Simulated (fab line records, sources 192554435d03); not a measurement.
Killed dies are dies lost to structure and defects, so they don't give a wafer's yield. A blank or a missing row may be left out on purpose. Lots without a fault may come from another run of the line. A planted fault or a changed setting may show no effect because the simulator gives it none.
Chamber matching | flow n5_finfet | N5_BEOL_M0_SAQP_HM_OPEN_112 on rie_diel-01: 4 sister chambers
The step chemistry CHF3/O2, target SiO2, stops on a-Si, target depth 12 nm, time 13.5 s. 7 wafers are shown with their chamber, then 6 later ones without.

WAFERS WITH THEIR CHAMBER
wafer  | chamber | rf_vpp_V (V) | throttle_valve_pct (%)
L479.1 | 2       | 525          | 18.90
L479.2 | 0       | 550          | 18.56
L483.1 | 1       | 531          | 18.99
L483.2 | 2       | 524          | 18.90
L483.3 | 0       | 551          | 18.57
L484.4 | 3       | 513          | 19.00
L484.5 | 1       | 530          | 18.99

WAFERS WITHOUT THEIR CHAMBER
wafer  | rf_vpp_V (V) | throttle_valve_pct (%)
L497.1 | 531          | 19.03
L497.2 | 551          | 18.61
L497.5 | 523          | 18.96
L498.1 | 530          | 19.02
L498.2 | 514          | 19.02
L498.4 | 550          | 18.62

WHICH CHAMBER EACH WENT THROUGH
wafer  | from the rows above     | in truth
L497.1 | 1                       | 1
L497.2 | 0                       | 0
L497.5 | can't be placed: 1 or 2 | 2
L498.1 | 1                       | 1
L498.2 | 3                       | 3
L498.4 | 0                       | 0
Placed correctly: 5 of 6. Can't be placed from these rows: 1 (the true chamber is among the candidates in 1). Placed wrongly: 0.
How it was worked out, from the rows above alone: a wafer's distance from a chamber is the root of the sum, over the readings, of the square of ((its reading less the chamber's mean) divided by the reading's scatter). The wafer belongs to the nearest chamber; if the next one is less than 2 further off, it can't be placed. A chamber's mean is the mean of its shown wafers. The scatter: the root of (the sum of the squares of (reading less its chamber's mean) over the shown wafers, divided by (wafers less chambers)).
